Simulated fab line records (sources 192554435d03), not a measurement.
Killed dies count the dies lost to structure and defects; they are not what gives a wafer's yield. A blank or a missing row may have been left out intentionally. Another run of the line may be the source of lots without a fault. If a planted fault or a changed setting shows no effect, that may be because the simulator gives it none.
fab line records | flow n5-finfet | part 2 of 2: steps 4 to 6 of 6
record lots=24 wafers=72 last-day=17
route steps=1938 shown HKMG_FIN@388
lots that met no fault: taken from a fault-free run of the same line
start-h: start of the lot's first displayed wafer, in hours after the record's first day | wait-h: hours since the lot's step before | " same as the row above | L1.1+2: several wafers, shown together as one row | - no value, or no start given | * or withheld: withheld | < > ~ a bound
route shown NAME@n: names a module that has steps shown in the file, with the first one's number in the route | usual: mean/standard deviation of fault-free wafers | same: alike in all rows | chamber/n: place in a boat | sites: the reading at each site | _std_site: how widely they spread, as a standard deviation | _edge_site: inner sites' mean taken away from outer sites' mean | radius-mm: for every site, how far away it sits from the centre of the wafer | mask NAME#n: copy n | behind: the last tool/chamber to shape the wafer | hold: why the lot went on hold/how many hours it stayed there/how the hold came to an end | device: the transistor (n, p or np) that didn't switch | end of line: tests run on the same wafers once the route is complete | for a step that has no rows: nothing shown but its recipe | killed: at the first sort, the dies lost to defects and structure; wafer yield is something else | map: a wafer's dies, marking killed ones x, the rest . and places with no die _
set.NAME: the setting as run; set.NAME@STEP: as run at that earlier step | model.NAME: the simulator's own value behind a step, which no gauge read
route steps across a sampled set of lots; one table per step, one row per wafer
services: when a tool's chamber went out of use (start-h, in hours from the record's first day, below 0 if earlier), for how many hours, and the reason
## steps
# step N5_HKMG_FIN_ETCH_58
# recipe chemistry=N2/H2 target=SOC target-depth-a=2158 ion-energy-ev=50 bias-w=13 time-s=741 pressure-mtorr=30 source-w=875 n2-flow-sccm=200 h2-flow-sccm=200
# usual drypump-motor-current-A=5.6/0.59 oes-product-au=0.81/0.087 rf-vpp-V=99.3/0.97 showerhead-plenum-p-Torr=2.59/0.085 throttle-valve-pct=17.76/0.22
# columns lot.wafer tool chamber start-h wait-h drypump-motor-current-A oes-product-au rf-hours-counter-h rf-vpp-V showerhead-plenum-p-Torr throttle-valve-pct
L074.4 rie-diel-02 1 72.63 0.0 4.9 0.87 45 100.4 2.59 17.53
L074.5 " 2 " " 5.5 0.68 - 100.3 2.50 17.93
L074.6 " 3 " " 4.7 0.77 - 98.1 2.54 17.76
L075.2 rie-diel-03 1 80.27 0.0 5.7 0.69 242 98.9 2.61 17.84
L075.3 " 3 " " 4.9 0.77 163 98.9 2.54 17.84
L075.5 " 0 " " 6.0 0.92 - 100.1 2.70 17.70
L076.2 rie-diel-03 1 84.19 0.0 5.7 0.69 243 98.8 2.61 17.83
L076.4 " 0 " " 6.0 0.93 30 100.3 2.70 17.72
L076.5 " 0 " " 6.0 0.92 - 99.0 2.70 17.72
L077.1 rie-diel-04 2 94.66 0.0 5.7 0.83 81 97.8 2.58 17.81
L077.2 " 0 " " 5.8 0.69 234 100.1 2.51 18.04
L077.6 " 2 " " 5.7 0.83 - 99.0 2.58 17.80
L078.1 rie-diel-03 2 98.00 0.0 5.4 0.72 218 99.0 2.51 17.84
L078.3 " 1 " " 5.7 0.68 247 98.8 2.61 17.85
L078.6 " 3 " " 4.9 0.75 - 99.2 2.53 17.84
L079.1 rie-diel-03 2 104.73 0.0 5.4 0.71 222 96.9 2.51 17.83
L079.2 " 0 " " 6.0 0.90 38 99.6 2.70 17.72
L079.5 " 2 " " 5.4 0.71 - 100.2 2.51 17.83
L080.1 rie-diel-02 3 109.48 0.0 4.7 0.76 170 99.0 2.53 17.77
L080.5 " 0 " " 6.2 0.68 - 98.3 2.40 17.93
L080.6 " 1 " " 4.9 0.85 - 100.0 2.58 17.56
L081.3 rie-diel-03 2 116.74 0.2 5.4 0.70 - 99.3 2.51 17.85
L081.5 " 0 " " 6.0 0.89 - 98.6 2.70 17.73
L081.6 " 2 " " 5.4 0.70 - 98.5 2.51 17.86
L082.1 rie-diel-02 3 118.90 0.0 4.7 0.75 174 98.6 2.53 17.78
L082.4 " 1 " " 4.9 0.84 - 98.2 2.58 17.55
L082.5 " 3 " " 4.7 0.76 - 98.8 2.53 17.76
L083.3 rie-diel-04 2 127.08 0.0 5.7 0.82 93 99.6 2.57 17.84
L083.4 " 1 " " 6.6 0.76 150 99.5 2.65 18.12
L083.5 " 1 " " 6.7 0.76 - 100.2 2.65 18.13
L084.1 rie-diel-02 2 132.16 0.0 5.5 0.98 2 98.6 2.50 17.54
L084.2 " 3 " " 4.7 0.75 179 99.7 2.53 17.80
L084.6 " 2 " " 5.5 0.98 - 99.4 2.50 17.53
L085.3 rie-diel-02 2 142.99 0.0 5.5 0.94 7 99.8 2.49 17.55
L085.4 " 3 " " 4.7 0.75 - 99.8 2.53 17.79
L085.5 " 1 " " 4.9 0.83 - 98.3 2.58 17.56
L086.1 rie-diel-04 3 143.72 0.0 5.4 0.88 40 100.5 2.70 17.47
L086.2 " 2 " " 5.7 0.81 99 100.6 2.57 17.83
L086.5 " 3 " " 5.4 0.88 - 98.4 2.70 17.50
L087.1 rie-diel-04 3 153.95 0.0 5.4 0.88 43 100.1 2.70 17.48
L087.2 " 2 " " 5.7 0.80 102 98.7 2.57 17.84
L087.3 " 1 " " 6.6 0.75 158 101.3 2.65 18.15
L088.1 rie-diel-04 3 161.38 0.0 5.4 0.87 47 101.0 2.70 17.49
L088.2 " 1 " " 6.6 0.75 163 100.4 2.64 18.15
L088.6 " 3 " " 5.4 0.87 - 100.3 2.70 17.51
L089.1 rie-diel-04 3 164.59 0.0 5.4 0.87 49 98.5 2.70 17.49
L089.2 " 1 " " 6.7 0.75 165 100.3 2.64 18.16
L089.4 " 1 " " 6.7 0.76 - 100.1 2.64 18.17
L090.3 rie-diel-02 2 169.09 0.0 5.5 0.91 15 97.2 2.49 17.57
L090.5 " 3 " " 4.7 0.73 - 99.6 2.52 17.81
L090.6 " 0 " " 6.2 0.98 - 99.6 2.71 17.49
L091.1 rie-diel-04 1 173.07 0.0 6.6 0.74 170 99.8 2.64 18.18
L091.2 " 3 " " 5.4 0.87 54 98.9 2.70 17.50
L091.3 " 2 " " 5.7 0.80 107 99.9 2.57 17.84
L092.2 rie-diel-04 3 179.65 0.0 5.4 0.86 57 99.3 2.69 17.51
L092.4 " 3 " " 5.4 0.86 - 97.8 2.69 17.51
L092.6 " 2 " " 5.7 0.79 - 98.2 2.56 17.84
L093.2 rie-diel-02 3 185.47 0.0 4.7 0.73 198 99.0 2.52 17.82
L093.3 " 0 " " 6.2 0.95 10 101.7 2.71 17.52
L093.4 " 2 " " 5.5 0.91 20 100.4 2.49 17.56
L094.4 rie-diel-02 1 193.70 0.0 4.9 0.81 91 99.8 2.57 17.60
L094.5 " 1 " " 4.9 0.80 - 99.7 2.57 17.60
L094.6 " 0 " " 6.2 0.94 - 100.8 2.71 17.52
L095.1 rie-diel-03 1 201.85 0.0 5.7 0.90 29 98.4 2.60 17.46
L095.4 " 1 " " 5.7 0.90 - 99.0 2.60 17.44
L095.5 " 1 " " 5.7 0.90 - 100.6 2.60 17.45
L096.1 rie-diel-04 0 204.12 0.0 5.8 0.95 8 98.9 2.49 17.64
L096.2 " 2 " " 5.7 0.78 116 98.8 2.56 17.87
L096.5 " 3 " " 5.4 0.85 - 100.5 2.69 17.52
L097.2 rie-diel-04 1 216.02 0.0 6.6 0.73 188 99.3 2.63 18.21
L097.3 " 3 " " 5.4 0.84 71 98.8 2.69 17.52
L097.4 " 2 " " 5.7 0.79 121 98.7 2.56 17.88
# step N5_HKMG_FIN_THK_MEAS_70
# recipe thk-meas-gauge=xrf reads=HfO2_of_HKMG_FIN_HK_ALD_01
# usual HK_THK=1.612/0.019
# columns lot.wafer tool chamber start-h wait-h HK_THK[nm]
L074.4 film-metro-01 - 74.73 0.2 1.595
L074.5 " - " " 1.599
L074.6 " - " " 1.591
L075.2 film-metro-02 - 82.48 0.2 1.684
L075.3 " - " " 1.616
L075.5 " - " " 1.634
L076.2 film-metro-02 - 86.31 0.2 1.643
L076.4 " - " " 1.636
L076.5 " - " " 1.606
L077.1 film-metro-02 - 96.79 0.2 1.587
L077.2 " - " " 1.590
L077.6 " - " " 1.580
L078.1 film-metro-02 - 100.12 0.2 1.650
L078.3 " - " " 1.634
L078.6 " - " " 1.628
L079.1 film-metro-02 - 106.90 0.2 1.590
L079.2 " - " " 1.586
L079.5 " - " " 1.595
L080.1 film-metro-01 - 111.58 0.2 1.619
L080.5 " - " " 1.595
L080.6 " - " " 1.617
L081.3 film-metro-02 - 118.97 0.2 1.644
L081.5 " - " " 1.625
L081.6 " - " " 1.658
L082.1 film-metro-01 - 121.00 0.2 1.608
L082.4 " - " " 1.618
L082.5 " - " " 1.621
L083.3 film-metro-02 - 129.21 0.2 1.630
L083.4 " - " " 1.618
L083.5 " - " " 1.595
L084.1 film-metro-02 - 134.36 0.2 1.621
L084.2 " - " " 1.596
L084.6 " - " " 1.646
L085.3 film-metro-01 - 145.22 0.2 1.605
L085.4 " - " " 1.613
L085.5 " - " " 1.612
L086.1 film-metro-01 - 145.91 0.2 1.611
L086.2 " - " " 1.610
L086.5 " - " " 1.613
L087.1 film-metro-02 - 156.06 0.2 1.623
L087.2 " - " " 1.583
L087.3 " - " " 1.595
L088.1 film-metro-01 - 163.73 0.2 1.602
L088.2 " - " " 1.612
L088.6 " - " " 1.636
L089.1 film-metro-02 - 167.02 0.2 1.637
L089.2 " - " " 1.620
L089.4 " - " " 1.599
L090.3 film-metro-02 - 171.19 0.2 1.618
L090.5 " - " " 1.617
L090.6 " - " " 1.592
L091.1 film-metro-01 - 175.21 0.2 1.603
L091.2 " - " " 1.611
L091.3 " - " " 1.627
L092.2 film-metro-01 - 181.75 0.2 1.610
L092.4 " - " " 1.610
L092.6 " - " " 1.611
L093.2 film-metro-02 - 187.58 0.2 1.647
L093.3 " - " " 1.611
L093.4 " - " " 1.608
L094.4 film-metro-01 - 196.14 0.2 1.610
L094.5 " - " " 1.625
L094.6 " - " " 1.617
L095.1 film-metro-02 - 204.21 0.2 1.606
L095.4 " - " " 1.625
L095.5 " - " " 1.627
L096.1 film-metro-01 - 206.23 0.2 1.617
L096.2 " - " " 1.613
L096.5 " - " " 1.612
L097.2 film-metro-02 - 218.12 0.2 1.589
L097.3 " - " " 1.594
L097.4 " - " " 1.647
# step N5_HKMG_FIN_STRIP_19
# recipe chemistry=N2/H2 power-w=2500 temp-c=300 h2-frac=0.65 time-s=360 pressure-mtorr=withheld n2-flow-sccm=1750 h2-flow-sccm=3250
# usual drypump-motor-current-A=6.3/0.32 heater-power-w=446/27
# columns lot.wafer tool chamber start-h wait-h drypump-motor-current-A heater-power-w rf-hours-counter-h
L074.4 plasma-asher-01 1 76.47 0.1 6.7 428 -
L074.5 " 1 " " 6.8 429 -
L074.6 " 0 " " 6.1 413 -
L075.2 plasma-asher-02 1 84.03 0.0 6.1 498 86
L075.3 " 0 " " 6.0 462 -
L075.5 " 0 " " 6.0 464 -
L076.2 plasma-asher-01 1 87.95 0.0 6.8 442 39
L076.4 " 0 " " 6.1 419 -
L076.5 " 1 " " 6.8 429 -
L077.1 plasma-asher-01 1 98.47 0.0 6.8 438 41
L077.2 " 0 " " 6.1 422 41
L077.6 " 0 " " 6.1 429 -
L078.1 plasma-asher-01 0 101.67 0.0 6.1 406 42
L078.3 " 1 " " 6.8 424 -
L078.6 " 0 " " 6.1 431 -
L079.1 plasma-asher-01 1 108.46 0.0 6.8 431 43
L079.2 " 0 " " 6.1 411 43
L079.5 " 1 " " 6.8 440 -
L080.1 plasma-asher-02 0 113.27 0.0 6.0 470 91
L080.5 " 1 " " 6.1 492 -
L080.6 " 0 " " 6.0 453 -
L081.3 plasma-asher-01 1 120.90 0.1 6.8 426 -
L081.5 " 0 " " 6.1 418 -
L081.6 " 1 " " 6.7 431 -
L082.1 plasma-asher-01 0 122.56 0.0 6.1 415 47
L082.4 " 0 " " 6.1 418 -
L082.5 " 1 " " 6.8 432 -
L083.3 plasma-asher-02 1 130.88 0.1 6.2 484 -
L083.4 " 0 " " 6.0 469 -
L083.5 " 0 " " 6.0 455 -
L084.1 plasma-asher-01 1 136.31 0.0 6.8 431 49
L084.2 " 0 " " 6.1 416 49
L084.6 " 1 " " 6.7 439 -
L085.3 plasma-asher-02 0 146.90 0.1 6.0 461 -
L085.4 " 1 " " 6.1 484 -
L085.5 " 1 " " 6.2 486 -
L086.1 plasma-asher-01 1 147.34 0.0 6.7 435 52
L086.2 " 0 " " 6.1 409 52
L086.5 " 0 " " 6.1 429 -
L087.1 plasma-asher-01 0 157.71 0.0 6.1 418 54
L087.2 " 1 " " 6.7 427 54
L087.3 " 1 " " 6.7 429 -
L088.1 plasma-asher-02 1 165.19 0.0 6.1 481 100
L088.2 " 0 " " 6.0 459 100
L088.6 " 0 " " 6.0 452 -
L089.1 plasma-asher-02 1 168.58 0.0 6.2 490 101
L089.2 " 0 " " 5.9 462 101
L089.4 " 0 " " 5.9 473 -
L090.3 plasma-asher-01 1 172.87 0.1 6.8 438 -
L090.5 " 0 " " 6.1 419 -
L090.6 " 1 " " 6.8 442 -
L091.1 plasma-asher-01 1 176.65 0.0 6.8 431 58
L091.2 " 0 " " 6.1 419 58
L091.3 " 0 " " 6.1 417 -
L092.2 plasma-asher-01 1 183.31 0.0 6.8 434 60
L092.4 " 0 " " 6.2 423 -
L092.6 " 0 " " 6.1 426 -
L093.2 plasma-asher-02 1 189.15 0.0 6.2 492 106
L093.3 " 1 " " 6.1 476 -
L093.4 " 0 " " 6.0 469 -
L094.4 plasma-asher-02 1 197.82 0.2 6.1 487 -
L094.5 " 0 " " 6.0 463 -
L094.6 " 1 " " 6.1 494 -
L095.1 plasma-asher-01 1 206.26 0.0 6.8 430 64
L095.4 " 1 " " 6.8 422 -
L095.5 " 1 " " 6.8 442 -
L096.1 plasma-asher-02 0 207.87 0.0 6.0 467 109
L096.2 " 1 " " 6.1 475 109
L096.5 " 0 " " 6.0 464 -
L097.2 plasma-asher-02 0 219.84 0.1 6.0 464 112
L097.3 " 0 " " 6.0 455 -
L097.4 " 1 " " 6.1 487 -
## services
# columns tool chamber start-h hours kind
rie-diel-02 0 54.35 8.7 repair
rie-diel-02 - 64.28 4.0 pm
rie-diel-03 - 65.92 2.8 pm
ald-hk-01 - 73.26 3.3 repair
plasma-asher-02 - 73.47 4.3 pm
rie-diel-02 2 104.46 - clean
rie-diel-02 2 104.46 - consumable-replace:focus-ring
rie-diel-03 3 130.40 1.7 repair
rie-diel-04 0 148.40 7.8 repair
rie-diel-04 2 154.57 4.1 repair
rie-diel-04 0 158.70 - clean
rie-diel-04 0 158.70 - consumable-replace:focus-ring
rie-diel-04 0 158.70 22.6 scheduled-down
rie-diel-04 0 158.70 22.6 vent-cycle
rie-diel-04 2 159.80 4.9 repair
plasma-asher-01 - 181.55 1.0 repair
rie-diel-04 2 190.24 6.7 repair
rie-diel-03 3 197.34 29.9 repair
rie-diel-03 2 197.76 2.9 repair
rie-diel-03 0 199.70 6.3 repair
ald-hk-02 - 201.55 1.0 repair
ald-hk-03 - 206.79 8.7 pm
rie-diel-02 - 215.16 4.3 pm
plasma-asher-01 - 219.76 1.7 repair
